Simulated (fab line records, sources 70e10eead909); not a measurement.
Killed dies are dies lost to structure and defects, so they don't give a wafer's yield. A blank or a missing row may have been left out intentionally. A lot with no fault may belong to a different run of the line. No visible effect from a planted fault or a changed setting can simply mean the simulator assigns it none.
fab line records + flow nand_harc
[record]
- lots = 5
- wafers = 15
- last_day = 23
route steps=1159 shown A_BONDPAD@1072 HYBRID_BOND@1094 THIN_TSV@1101 END@1159
lots untouched by any fault: they come from a run of this same line in which no faults occurred
start_h: the number of hours between the record's first day and the start of the first shown wafer of the lot + wait_h: how many hours have passed since the lot's step before this one + " repeats the value in the row above + L1.1+2: several wafers, shown together as one row + - no value present, or no start provided + * or withheld: withheld + < > ~ a bound
route shown NAME@n: names a module that has steps shown in the file, with the first one's number in the route + usual: mean/standard deviation of fault-free wafers + same: alike in all rows + chamber/n: place in a boat + sites: the reading at each site + _std_site: the values' standard deviation + _edge_site: inner sites' mean taken away from outer sites' mean + radius_mm: how far each site lies from the wafer's centre + mask NAME#n: copy n + behind: tool/chamber where the wafer was last shaped + hold: why the lot went on hold/how many hours it stayed there/how the hold came to an end + device: transistor that didn't switch, given as n, p or np + end of line: the tests these same wafers got at the end of their route + a step without rows: its recipe alone + killed: the dies lost at the first sort to structure and to defects; this is not the yield of the wafer + map: dies across one wafer; x = killed, . = not, _ = none there
set.NAME: setting as actually run; set.NAME@STEP: the setting as run at that earlier step + model.NAME: the simulator's own value behind a step, which no gauge read
certain route steps with their lots: each step a table, each wafer a row
services: from which hour (start_h, from the record's first day; less than 0 if before it) a tool's chamber was out of use, for how many hours, and why
[[steps]]
[step NHARC_A_BONDPAD_CD_MEAS_09]
[recipe]
- target_cd_nm = 500
- landing_energy_ev = 500
[usual]
- cd_nm = 499.3/1.8
| lot.wafer | tool      | chamber | start_h | wait_h | cd_nm |
|-----------|-----------|---------|---------|--------|-------|
| L640.1    | cd_sem-01 | 0       | 439.55  | -      | 498.5 |
| L640.2    | "         | 0       | "       | "      | 499.2 |
| L640.6    | "         | 0       | "       | "      | 497.5 |
| L643.1    | cd_sem-01 | 0       | 452.62  | -      | 501.7 |
| L643.4    | "         | 0       | "       | "      | 498.1 |
| L643.6    | "         | 0       | "       | "      | 501.2 |
| L645.3    | cd_sem-01 | 0       | 466.60  | -      | 498.5 |
| L645.5    | "         | 0       | "       | "      | 503.5 |
| L645.6    | "         | 0       | "       | "      | 502.9 |
| L644.2    | cd_sem-01 | 0       | 467.63  | -      | 500.9 |
| L644.3    | "         | 0       | "       | "      | 501.3 |
| L644.6    | "         | 0       | "       | "      | 497.2 |
| L650.2    | cd_sem-01 | 0       | 498.82  | -      | 498.3 |
| L650.4    | "         | 0       | "       | "      | 495.4 |
| L650.5    | "         | 0       | "       | "      | 498.7 |
[step NHARC_A_BONDPAD_OVL_MEAS_35]
[usual]
- overlay_x_nm = 2/4.8
- overlay_y_nm = -1/4.9
| lot.wafer | tool       | chamber | start_h | wait_h | overlay_x_nm | overlay_y_nm |
|-----------|------------|---------|---------|--------|--------------|--------------|
| L640.1    | overlay-02 | -       | 439.65  | -      | 0            | 3            |
| L640.2    | "          | -       | "       | "      | 0            | 3            |
| L640.6    | "          | -       | "       | "      | 1            | 4            |
| L643.1    | overlay-02 | -       | 452.72  | -      | 0            | 4            |
| L643.4    | "          | -       | "       | "      | 0            | 3            |
| L643.6    | "          | -       | "       | "      | -1           | 4            |
| L645.3    | overlay-02 | -       | 466.69  | -      | 8            | -2           |
| L645.5    | "          | -       | "       | "      | 8            | -2           |
| L645.6    | "          | -       | "       | "      | 8            | -2           |
| L644.2    | overlay-01 | -       | 467.71  | -      | 2            | 3            |
| L644.3    | "          | -       | "       | "      | 3            | 3            |
| L644.6    | "          | -       | "       | "      | 3            | 4            |
| L650.2    | overlay-01 | -       | 498.91  | -      | 1            | 6            |
| L650.4    | "          | -       | "       | "      | 2            | 6            |
| L650.5    | "          | -       | "       | "      | 1            | 6            |
[step NHARC_A_BONDPAD_HARDBAKE_10]
[recipe]
- temp_c = 118
- time_s = 65
[step NHARC_A_BONDPAD_DESCUM_11]
[recipe]
- time_s = 3
- o2_flow_sccm = 200
- ar_flow_sccm = 0
- bias_power_w = 0
- chemistry = O2
[usual]
- drypump_motor_current_A = 5.39/0.26
- oes_product_au = 1.000/0.014
- rf_vpp_V = 57.6/0.93
- showerhead_plenum_p_Torr = 1.86/0.065
- throttle_valve_pct = 11.310/0.0082
[same]
- time_s = 3
| lot.wafer | tool        | chamber | start_h | wait_h | drypump_motor_current_A | oes_product_au | rf_hours_counter_h | rf_vpp_V | showerhead_plenum_p_Torr | throttle_valve_pct |
|-----------|-------------|---------|---------|--------|-------------------------|----------------|--------------------|----------|--------------------------|--------------------|
| L640.2    | rie_diel-02 | 1       | 439.77  | -      | 5.49                    | 1.017          | 35                 | 59.6     | 1.93                     | 11.303             |
| L640.1    | "           | 2       | "       | "      | 5.21                    | 1.016          | 34                 | 56.9     | 2.06                     | 11.330             |
| L640.6    | "           | 1       | "       | "      | 5.51                    | 1.009          | -                  | 56.4     | 1.93                     | 11.303             |
| L643.4    | rie_diel-09 | 0       | 452.84  | -      | 5.55                    | 1.009          | 0                  | 57.6     | 1.85                     | 11.309             |
| L643.1    | "           | 1       | "       | "      | 5.26                    | 0.978          | 0                  | 57.5     | 1.80                     | 11.304             |
| L643.6    | "           | 1       | "       | "      | 5.27                    | 0.986          | -                  | 58.5     | 1.80                     | 11.302             |
| L645.3    | rie_diel-09 | 0       | 466.82  | -      | 5.57                    | 1.010          | 1                  | 57.5     | 1.85                     | 11.301             |
| L645.5    | "           | 3       | "       | "      | 5.06                    | 0.989          | -                  | 57.2     | 1.81                     | 11.300             |
| L645.6    | "           | 0       | "       | "      | 5.53                    | 1.013          | -                  | 55.9     | 1.85                     | 11.307             |
| L644.3    | rie_diel-09 | 0       | 467.84  | -      | 5.56                    | 1.015          | 1                  | 57.4     | 1.85                     | 11.294             |
| L644.2    | "           | 1       | "       | "      | 5.30                    | 0.986          | 1                  | 58.6     | 1.80                     | 11.309             |
| L644.6    | "           | 0       | "       | "      | 5.55                    | 1.014          | -                  | 55.5     | 1.85                     | 11.309             |
| L650.2    | rie_diel-09 | 2       | 499.03  | -      | 5.56                    | 0.995          | 2                  | 58.0     | 1.93                     | 11.302             |
| L650.4    | "           | 1       | "       | "      | 5.32                    | 0.979          | 2                  | 56.0     | 1.80                     | 11.308             |
| L650.5    | "           | 3       | "       | "      | 5.05                    | 0.992          | -                  | 57.5     | 1.80                     | 11.316             |
[step NHARC_A_BONDPAD_ETCH_34]
[recipe]
- target_depth_a = 600
- overetch_a = 180
- time_s = 65.91
- ion_energy_ev = 200
- n2_flow_sccm = 150
- h2_flow_sccm = 150
- ar_flow_sccm = 0
- rf_w = 400
- bias_w = 150
- chemistry = N2/H2
[step NHARC_A_BONDPAD_ETCH_12]
[recipe]
- target_depth_a = 2200
- time_s = 110
- chf3_flow_sccm = 50
- o2_flow_sccm = 10
- ar_flow_sccm = 200
- rf_w = 500
- bias_w = 200
- chemistry = CHF3/O2
[step NHARC_A_BONDPAD_CD_MEAS_13]
[usual]
- cd_nm = 498.8/2
| lot.wafer | tool      | chamber | start_h | wait_h | cd_nm |
|-----------|-----------|---------|---------|--------|-------|
| L640.1    | cd_sem-02 | -       | 440.33  | -      | 497.5 |
| L640.2    | "         | -       | "       | "      | 498.2 |
| L640.6    | "         | -       | "       | "      | 497.5 |
| L643.1    | cd_sem-03 | -       | 453.16  | -      | 501.5 |
| L643.4    | "         | -       | "       | "      | 496.6 |
| L643.6    | "         | -       | "       | "      | 502.1 |
| L645.3    | cd_sem-03 | -       | 467.13  | -      | 498.0 |
| L645.5    | "         | -       | "       | "      | 503.0 |
| L645.6    | "         | -       | "       | "      | 503.2 |
| L644.2    | cd_sem-01 | -       | 468.15  | -      | 500.3 |
| L644.3    | "         | -       | "       | "      | 500.8 |
| L644.6    | "         | -       | "       | "      | 496.9 |
| L650.2    | cd_sem-03 | -       | 499.35  | -      | 497.6 |
| L650.4    | "         | -       | "       | "      | 493.9 |
| L650.5    | "         | -       | "       | "      | 499.0 |
[step NHARC_A_BONDPAD_STRIP_15]
[recipe]
- o2_flow_sccm = 500
- ar_flow_sccm = 0
- bias_w = 0
- chemistry = O2
[step NHARC_A_BONDPAD_ETCH_24]
[recipe]
- target_depth_a = 300
- over_etch_frac = 0.3
- time_s = 72.99
- ion_energy_ev = 150
- cf4_flow_sccm = 50
- n2_flow_sccm = 100
- ar_flow_sccm = 150
- rf_w = 300
- bias_w = 100
- chemistry = CF4/N2
[usual]
- cf4_flow_sccm = 50.03/0.14
- drypump_motor_current_A = 5.4/0.32
- oes_product_au = 0.998/0.013
- rf_vpp_V = 313.1/1.6
- showerhead_plenum_p_Torr = 2.56/0.078
- throttle_valve_pct = 19.794/0.0094
[same]
- over_etch_frac = 0.3
- time_s = 72.99
| lot.wafer | tool        | chamber | start_h | wait_h | cf4_flow_sccm | drypump_motor_current_A | oes_product_au | rf_hours_counter_h | rf_vpp_V | showerhead_plenum_p_Torr | throttle_valve_pct |
|-----------|-------------|---------|---------|--------|---------------|-------------------------|----------------|--------------------|----------|--------------------------|--------------------|
| L640.1    | rie_diel-09 | 1       | -       | -      | 50.03         | 5.3                     | 0.990          | 0                  | 310.8    | 2.48                     | 19.781             |
| L640.2    | "           | 2       | "       | "      | 50.23         | 5.6                     | 1.008          | 0                  | 315.0    | 2.65                     | 19.795             |
| L640.6    | "           | 3       | "       | "      | 50.07         | 5.1                     | 0.991          | -                  | 311.7    | 2.48                     | 19.787             |
| L643.1    | rie_diel-09 | 0       | -       | -      | 50.09         | 5.5                     | 1.013          | 0                  | 310.5    | 2.54                     | 19.788             |
| L643.4    | "           | 1       | "       | "      | 49.92         | 5.3                     | 0.978          | 0                  | 311.5    | 2.48                     | 19.787             |
| L643.6    | "           | 0       | "       | "      | 49.99         | 5.6                     | 0.998          | -                  | 311.8    | 2.54                     | 19.794             |
| L645.3    | rie_diel-09 | 2       | -       | -      | 49.97         | 5.6                     | 1.008          | 1                  | 314.6    | 2.65                     | 19.805             |
| L645.5    | "           | 1       | "       | "      | 50.11         | 5.3                     | 0.983          | -                  | 311.1    | 2.48                     | 19.791             |
| L645.6    | "           | 2       | "       | "      | 50.01         | 5.6                     | 1.001          | -                  | 315.0    | 2.65                     | 19.783             |
| L644.3    | rie_diel-09 | 3       | -       | -      | 49.92         | 5.1                     | 0.994          | 1                  | 310.7    | 2.49                     | 19.807             |
| L644.2    | "           | 1       | "       | "      | 50.24         | 5.3                     | 0.996          | 1                  | 311.6    | 2.48                     | 19.804             |
| L644.6    | "           | 3       | "       | "      | 49.93         | 5.1                     | 0.991          | -                  | 312.3    | 2.48                     | 19.787             |
| L650.4    | rie_diel-12 | 1       | -       | -      | 49.93         | 4.7                     | 1.001          | 22                 | 316.3    | 2.74                     | 19.798             |
| L650.2    | "           | 2       | "       | "      | 50.18         | 5.2                     | 1.005          | 22                 | 313.6    | 2.56                     | 19.799             |
| L650.5    | "           | 2       | "       | "      | 50.01         | 5.2                     | 1.010          | -                  | 314.5    | 2.56                     | 19.805             |
[step NHARC_A_BONDPAD_STRIP_16]
[recipe]
- time_s = 600
- temp_c = 30
- chemistry = post_etch_residue_remover
[step NHARC_A_BONDPAD_DEGAS_25]
[recipe]
- temp_c = 300
- time_s = 60
[usual]
- heater_power_w = 465/63
[same]
- time_s = 60
| lot.wafer | tool           | chamber | start_h | wait_h | heater_power_w |
|-----------|----------------|---------|---------|--------|----------------|
| L640.2    | pvd_sputter-01 | -       | 440.96  | -      | 535            |
| L640.1    | "              | -       | "       | "      | 454            |
| L640.6    | "              | -       | "       | "      | 328            |
| L643.4    | pvd_sputter-02 | -       | 453.82  | -      | 438            |
| L643.1    | "              | -       | "       | "      | 377            |
| L643.6    | "              | -       | "       | "      | 555            |
| L645.3    | pvd_sputter-02 | -       | 467.90  | -      | 383            |
| L645.6    | "              | -       | "       | "      | 468            |
| L645.5    | "              | -       | "       | "      | 386            |
| L644.3    | pvd_sputter-01 | -       | 468.78  | -      | 326            |
| L644.2    | "              | -       | "       | "      | 491            |
| L644.6    | "              | -       | "       | "      | 515            |
| L650.2    | pvd_sputter-02 | -       | 499.97  | -      | 450            |
| L650.4    | "              | -       | "       | "      | 552            |
| L650.5    | "              | -       | "       | "      | 585            |
[step NHARC_A_BONDPAD_PRE_CLEAN_26]
[recipe]
- time_s = 30
- temp_c = 280
- gas = H2/He
[usual]
- heater_power_w = 404/54
[same]
- time_s = 30
| lot.wafer | tool           | chamber | start_h | wait_h | heater_power_w |
|-----------|----------------|---------|---------|--------|----------------|
| L640.1    | pvd_sputter-01 | -       | -       | -      | 430            |
| L640.2    | "              | -       | "       | "      | 410            |
| L640.6    | "              | -       | "       | "      | 468            |
| L643.1    | pvd_sputter-02 | -       | -       | -      | 335            |
| L643.4    | "              | -       | "       | "      | 386            |
| L643.6    | "              | -       | "       | "      | 406            |
| L645.3    | pvd_sputter-02 | -       | -       | -      | 335            |
| L645.5    | "              | -       | "       | "      | 338            |
| L645.6    | "              | -       | "       | "      | 397            |
| L644.3    | pvd_sputter-01 | -       | -       | -      | 458            |
| L644.2    | "              | -       | "       | "      | 391            |
| L644.6    | "              | -       | "       | "      | 463            |
| L650.4    | pvd_sputter-02 | -       | -       | -      | 488            |
| L650.2    | "              | -       | "       | "      | 340            |
| L650.5    | "              | -       | "       | "      | 404            |
[step NHARC_A_BONDPAD_PVD_17]
[recipe]
- target_thk_a = 50
- bias_v = 168.6
- power_w = 15000
- chamber_pressure_pa = 0.12
- time_s = 8.06
- substrate_temp_c = 50
- material = TaN
[usual]
- bias_v = 168.7/1.7
- throttle_valve_pct = 30.3/1.2
[same]
- time_s = 8.06
| lot.wafer | tool           | chamber | start_h | wait_h | bias_v | throttle_valve_pct |
|-----------|----------------|---------|---------|--------|--------|--------------------|
| L640.2    | pvd_sputter-01 | -       | 441.08  | -      | 171.4  | 30.7               |
| L640.1    | "              | -       | "       | "      | 168.8  | 31.2               |
| L640.6    | "              | -       | "       | "      | 167.8  | 30.5               |
| L643.4    | pvd_sputter-02 | -       | 453.96  | -      | 168.9  | 29.8               |
| L643.1    | "              | -       | "       | "      | 167.4  | 31.4               |
| L643.6    | "              | -       | "       | "      | 167.1  | 29.2               |
| L645.3    | pvd_sputter-02 | -       | 468.33  | -      | 166.3  | 31.1               |
| L645.6    | "              | -       | "       | "      | 166.6  | 31.0               |
| L645.5    | "              | -       | "       | "      | 169.6  | 31.2               |
| L644.2    | pvd_sputter-01 | -       | 468.88  | -      | 168.9  | 31.0               |
| L644.3    | "              | -       | "       | "      | 169.3  | 29.9               |
| L644.6    | "              | -       | "       | "      | 169.8  | 31.4               |
| L650.2    | pvd_sputter-02 | -       | 500.08  | -      | 169.2  | 29.5               |
| L650.4    | "              | -       | "       | "      | 173.6  | 29.9               |
| L650.5    | "              | -       | "       | "      | 169.1  | 29.3               |
[step NHARC_A_BONDPAD_PVD_27]
[recipe]
- target_thk_a = 300
- chamber_pressure_pa = 5
- power_w = 5000
- substrate_temp_c = 30
- time_s = 20.49
- material = Cu
[step NHARC_A_BONDPAD_ECD_18]
[recipe]
- target_thk_a = 4000
- bath_temp_c = 25
- material = Cu
[step NHARC_A_BONDPAD_ANNEAL_28]
[recipe]
- temp_c = 225
- time_s = 90
[usual]
- anneal_temp_c = 225.01/0.16
- wafer_temp_C_max = 226.5/0.36
[same]
- time_s = 90
| lot.wafer | tool          | chamber | start_h | wait_h | anneal_temp_c | wafer_temp_C_max |
|-----------|---------------|---------|---------|--------|---------------|------------------|
| L640.1    | rtp_anneal-02 | 0       | 443.07  | 0.3    | 225.10        | 226.5            |
| L640.2    | "             | 0       | "       | "      | 225.07        | 226.7            |
| L640.6    | "             | 0       | "       | "      | 224.99        | 226.4            |
| L643.1    | rtp_anneal-01 | 0       | 454.66  | 0.3    | 225.14        | 226.5            |
| L643.4    | "             | 0       | "       | "      | 224.86        | 227.4            |
| L643.6    | "             | 0       | "       | "      | 224.77        | 227.1            |
| L645.3    | rtp_anneal-01 | 0       | 469.32  | -      | 225.08        | 226.1            |
| L645.5    | "             | 0       | "       | "      | 225.06        | 225.6            |
| L645.6    | "             | 0       | "       | "      | 225.18        | 226.8            |
| L644.2    | rtp_anneal-01 | 0       | 469.58  | 0.3    | 224.89        | 226.6            |
| L644.3    | "             | 0       | "       | "      | 224.94        | 226.3            |
| L644.6    | "             | 0       | "       | "      | 224.91        | 226.2            |
| L650.2    | rtp_anneal-01 | 0       | 500.76  | -      | 225.06        | 226.4            |
| L650.4    | "             | 0       | "       | "      | 225.07        | 226.4            |
| L650.5    | "             | 0       | "       | "      | 225.09        | 226.9            |
[step NHARC_A_BONDPAD_CMP_19]
[recipe]
- t_overpolish_s = 30
- cu_recess_touch_s = 16
- target_thk_nm = 169.8
[step NHARC_A_BONDPAD_THK_MEAS_20]
[recipe]
- thk_meas_gauge = xrf
[usual]
- thk_nm = 169.7/1.4
| lot.wafer | tool          | chamber | start_h | wait_h | thk_nm |
|-----------|---------------|---------|---------|--------|--------|
| L640.1    | film_metro-01 | -       | 443.74  | -      | 169.3  |
| L640.2    | "             | -       | "       | "      | 171.1  |
| L640.6    | "             | -       | "       | "      | 168.5  |
| L643.1    | film_metro-01 | -       | 455.33  | -      | 170.2  |
| L643.4    | "             | -       | "       | "      | 170.7  |
| L643.6    | "             | -       | "       | "      | 169.8  |
| L645.3    | film_metro-02 | -       | 469.88  | -      | 170.3  |
| L645.5    | "             | -       | "       | "      | 169.9  |
| L645.6    | "             | -       | "       | "      | 170.8  |
| L644.2    | film_metro-01 | -       | 470.20  | -      | 171.6  |
| L644.3    | "             | -       | "       | "      | 169.6  |
| L644.6    | "             | -       | "       | "      | 168.8  |
| L650.2    | film_metro-01 | -       | 501.38  | -      | 170.3  |
| L650.4    | "             | -       | "       | "      | 169.0  |
| L650.5    | "             | -       | "       | "      | 168.3  |
[step NHARC_A_BONDPAD_SRD_21]
[recipe]
- time_s = 30
- temp_c = 23
- dry_time_s = 20
- spin_rpm = 1500
[step NHARC_HYBRID_BOND_ACTIVATE_00]
[recipe]
- time_s = 60
- n2_flow_sccm = 200
- ar_flow_sccm = 0
- bias_power_w = 0
- chemistry = N2
[step NHARC_HYBRID_BOND_PRECLEAN_01]
[recipe]
- time_s = 300
- temp_c = 23
- chemistry = DIW
[step NHARC_HYBRID_BOND_SRD_02]
[recipe]
- time_s = 30
- temp_c = 23
- dry_time_s = 20
- spin_rpm = 1500
[step NHARC_HYBRID_BOND_BOND_03]
[recipe]
- temp_c = 25
[step NHARC_HYBRID_BOND_ANNEAL_04]
[recipe]
- temp_c = 300
- time_s = 7200
- ramp_up_c_per_min = 5
- ramp_down_c_per_min = 3
- idle_temp_c = 100
- pressure_atm = 1
[step NHARC_HYBRID_BOND_OVL_MEAS_05]
[usual]
- overlay_x_nm = 0/35
- overlay_y_nm = 3/33
| lot.wafer | tool       | chamber | start_h | wait_h | overlay_x_nm | overlay_y_nm |
|-----------|------------|---------|---------|--------|--------------|--------------|
| L640.1    | overlay-02 | -       | 452.24  | 0.4    | 7            | 72           |
| L640.2    | "          | -       | "       | "      | -4           | -18          |
| L640.6    | "          | -       | "       | "      | 22           | -68          |
| L643.1    | overlay-01 | -       | 465.43  | 0.4    | 70           | -36          |
| L643.4    | "          | -       | "       | "      | 16           | 20           |
| L643.6    | "          | -       | "       | "      | -8           | -15          |
| L644.2    | overlay-02 | -       | 480.86  | 0.4    | -22          | -22          |
| L644.3    | "          | -       | "       | "      | -33          | 35           |
| L644.6    | "          | -       | "       | "      | -16          | 19           |
| L645.3    | overlay-01 | -       | 480.87  | 0.4    | -6           | -1           |
| L645.5    | "          | -       | "       | "      | 53           | 10           |
| L645.6    | "          | -       | "       | "      | 21           | 23           |
| L650.2    | overlay-01 | -       | 514.83  | 0.4    | -17          | -29          |
| L650.4    | "          | -       | "       | "      | 16           | 26           |
| L650.5    | "          | -       | "       | "      | -9           | 25           |
[step NHARC_THIN_TSV_GRIND_00]
[recipe]
- target_thk_um = 6
[step NHARC_THIN_TSV_CMP_01]
[recipe]
- target_thk_um = 3
[step NHARC_THIN_TSV_THK_MEAS_02]
[recipe]
- thk_meas_gauge = ir
[usual]
- thk_nm = 2987/230
| lot.wafer | tool          | chamber | start_h | wait_h | thk_nm |
|-----------|---------------|---------|---------|--------|--------|
| L640.1    | film_metro-02 | -       | 455.11  | -      | 3411   |
| L640.2    | "             | -       | "       | "      | 2923   |
| L640.6    | "             | -       | "       | "      | 3116   |
| L643.1    | film_metro-02 | -       | 467.12  | 0.2    | 2744   |
| L643.4    | "             | -       | "       | "      | 2878   |
| L643.6    | "             | -       | "       | "      | 3149   |
| L644.2    | film_metro-02 | -       | 482.54  | 0.2    | 3225   |
| L644.3    | "             | -       | "       | "      | 3048   |
| L644.6    | "             | -       | "       | "      | 3170   |
| L645.3    | film_metro-01 | -       | 483.75  | 0.2    | 3108   |
| L645.5    | "             | -       | "       | "      | 3108   |
| L645.6    | "             | -       | "       | "      | 2732   |
| L650.2    | film_metro-02 | -       | 517.69  | -      | 2706   |
| L650.4    | "             | -       | "       | "      | 2696   |
| L650.5    | "             | -       | "       | "      | 2967   |
[step NHARC_THIN_TSV_SRD_03]
[step NHARC_THIN_TSV_PRECLEAN_41]
[recipe]
- time_s = *
- temp_c = 50
- bath_age_min = 0
- chemistry = SC1
[step NHARC_THIN_TSV_SRD_42]
[step NHARC_THIN_TSV_DEP_43]
[recipe]
- target_thk_a = 13285
- temp_c = withheld
- pressure_torr = 6.5
- rf_w = 900
- teos_flow_sccm = 161.4
- flow_sccm = 2650
- target_thk_nm = 1328.5
- gas = O2
- material = SiO2
[step NHARC_THIN_TSV_DEHYDRATE_04]
[recipe]
- temp_c = 150
- time_s = 120
[step NHARC_THIN_TSV_HMDS_05]
[recipe]
- time_s = 30
[step NHARC_THIN_TSV_COAT_06]
[recipe]
- spin_rpm = *
[step NHARC_THIN_TSV_SOFTBAKE_07]
[recipe]
- temp_c = 122
- time_s = 95
[step NHARC_THIN_TSV_EBR_08]
[step NHARC_THIN_TSV_EXPOSE_09]
[recipe]
- na = 0.55
- dose_mj = 30.7
- mask_id = TSV
[step NHARC_END_SORT_01]
[recipe]
- temp_c = 25
[usual]
- defect_limited_yield = 95.4/1.8
- killed_at_array = 27/11
- killed_at_other = 0.7/1.1
- killed_at_periphery = 3.4/2.1
- killed_dies = 31/12
- killed_open = 3.6/2
- killed_short = 2.0/1.3
- sort_bin_2_pct = 1.5/0.71
- sort_bin_3_pct = 0.25/0.22
- sort_bin_4_pct = 2.9/1.2
- sort_n_pass = 646/12
- sort_rim_yield_pct = 95.0/2.5
- sort_yield_pct = 95.4/1.8
[same]
- gross_dies = 677
- sort_bin_5_pct[%] = 0
- sort_bin_6_pct[%] = 0
- sort_bin_7_pct[%] = 0
- sort_bin_8_pct[%] = 0
- sort_rim_n_gross = 106.00
| lot.wafer | tool      | chamber | start_h | wait_h | defect_limited_yield[%] | killed_at_array | killed_at_other | killed_at_periphery | killed_dies | killed_open | killed_short | sort_bin_2_pct[%] | sort_bin_3_pct[%] | sort_bin_4_pct[%] | sort_n_pass | sort_rim_yield_pct[%] | sort_yield_pct[%] |
|-----------|-----------|---------|---------|--------|-------------------------|-----------------|-----------------|---------------------|-------------|-------------|--------------|-------------------|-------------------|-------------------|-------------|-----------------------|-------------------|
| L650.2    | prober-02 | 0       | 541.18  | 2.8    | 81.8                    | 114             | 1               | 8                   | 123         | 2           | 1            | 7.5               | 4.14              | 6.5               | 554         | 95.3                  | 81.8              |
| L650.4    | prober-02 | 0       | 542.77  | 3.4    | 95.6                    | 26              | 0               | 4                   | 30          | 2           | 3            | 2.1               | 0.30              | 2.1               | 647         | 99.1                  | 95.6              |
| L650.5    | prober-02 | 0       | 543.57  | 3.7    | 83.2                    | 111             | 1               | 2                   | 114         | 3           | 3            | 7.4               | 2.95              | 6.5               | 563         | 94.3                  | 83.2              |
// killed by level:class
L650.2 A_BONDPAD:unspecified=77 A_CHANNEL_HOLE_D1:chamber_film_flake=32 P_ZERO_WELL:chamber_film_flake=6 A_CONTACT:chamber_film_flake=2 P_CONTACT:geometric_particle:open=1 A_SGD_CUT:geometric_particle:short=1 A_BLC:geometric_particle:open=1 P_GATE:chamber_film_flake=1
L650.4 A_CHANNEL_HOLE_D1:chamber_film_flake=18 P_ZERO_WELL:chamber_film_flake=3 A_CONTACT:chamber_film_flake=3 A_ONON_D1:geometric_particle:short=1 A_CHANNEL_HOLE_D1:geometric_particle:short=1 A_CHANNEL_FILL_D1:geometric_particle:short=1 A_CONTACT:geometric_particle:open=1 A_M0:geometric_particle:open=1
L650.5 A_BONDPAD:unspecified=83 A_CHANNEL_HOLE_D1:chamber_film_flake=18 A_CONTACT:chamber_film_flake=5 P_ZERO_WELL:chamber_film_flake=2 A_SOURCE_PLATE:geometric_particle:open=1 A_WL_FILL:geometric_particle:short=1 A_CONTACT:geometric_particle:open=1 A_CONTACT:geometric_particle:short=1
// map L650.2 (x killed, . not)
____________.____________
_________......._________
_______..........._______
______.....xxx.....______
_____.......xxxxxx.._____
____......xxxxxxxx...____
____....x..xxxxxx....____
___......xxxxxxxx.....___
___.....xxxxxxxxx.....___
__.......xxxxxxxx..x...__
__........xxxxxxx...x..__
_........xxxxxxxx......._
_........x.xxxxx..x....._
_...........xx.x........_
_.........xxx..x........_
_....x.......xx........._
.........................
.........................
x........................
.....................x...
......................x..
_....x............x....._
_.....x................._
_...x.xxx..............._
_..x.xxx..x............._
_...xx.xx..............._
__x.xxxxx..............__
__.xxxxx.x.............__
___x...x..............___
___xx..xx.............___
____............x....____
____.................____
_____.x....x........_____
______.............______
_______..........._______
_________......._________
____________.____________
// map L643.4 (x killed, . not)
____________.____________
_________......._________
_______..........._______
______.......x.....______
_____..............._____
____.................____
____.................____
___.......x.....x.....___
___............x......___
__.....................__
__.....................__
_....x................x._
_......x.....x.........._
_......................._
_......................._
_......................x_
.......................x.
.........................
...........x.............
...x......x.x............
..........x..............
_xx.......xxx..........._
_.......xxxxxxxx........_
_.........xxx..........._
_..xx.....x.x..........._
_......................._
__...x.................__
__..x...x..x...........__
___.........x.........___
___...................___
____...x.............____
____.................____
_____..............._____
______.............______
_______..........._______
_________......._________
____________.____________
[[services]]
| tool           | chamber | start_h | hours | kind       |
|----------------|---------|---------|-------|------------|
| rie_diel-09    | -       | 431.10  | 9.0   | pm         |
| rie_diel-09    | 0       | 431.10  | 9.0   | vent_cycle |
| rie_diel-09    | 1       | 431.10  | 9.0   | vent_cycle |
| rie_diel-09    | 2       | 431.10  | 9.0   | vent_cycle |
| rie_diel-09    | 3       | 431.10  | 9.0   | vent_cycle |
| rie_diel-02    | 0       | 436.05  | -     | clean      |
| rie_diel-02    | 1       | 436.05  | -     | clean      |
| rie_diel-02    | 2       | 436.05  | -     | clean      |
| rie_diel-02    | 3       | 436.05  | -     | clean      |
| rie_diel-09    | 0       | 440.10  | -     | clean      |
| rie_diel-09    | 1       | 440.10  | -     | clean      |
| rie_diel-09    | 2       | 440.10  | -     | clean      |
| rie_diel-09    | 3       | 440.10  | -     | clean      |
| rie_diel-09    | 0       | 442.60  | 2.9   | repair     |
| pvd_sputter-01 | -       | 464.33  | 4.0   | repair     |
| rie_diel-09    | 0       | 464.60  | -     | clean      |
| rie_diel-09    | 1       | 464.60  | -     | clean      |
| rie_diel-09    | 2       | 464.60  | -     | clean      |
| rie_diel-09    | 3       | 464.60  | -     | clean      |
| rie_diel-02    | 1       | 476.65  | 8.6   | repair     |
| rie_diel-09    | 0       | 489.10  | -     | clean      |
| rie_diel-09    | 1       | 489.10  | -     | clean      |
| rie_diel-09    | 2       | 489.10  | -     | clean      |
| rie_diel-09    | 3       | 489.10  | -     | clean      |
[[key]]
[first_sign]
- step = NHARC_END_SORT_01
- reading = killed_at_array
- direction = up
- sigmas = 7.5
- usual = 27
- struck = 112
[effect]
- step = NHARC_END_SORT_01
- reading = defect_limited_yield
- direction = down
- sigmas = 7.2
- usual = 95.4
- struck = 82.5
[more_kills_born_at]
- NHARC_A_BONDPAD_PVD_17@pvd_sputter-02 = 160
met_at NHARC_A_BONDPAD_PVD_17
struck_wafers L650.2,L650.5
onset_between 453.96 500.08
[fault]
- kind = chamber_particle_source
- tool = pvd_sputter-02
- chamber = -
- onset_h = 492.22
- steps = NHARC_A_BONDPAD_PVD_17
- rate_per_visit_cm2 = 0.69078
- end_h = 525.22
- scope = struck_wafers_only
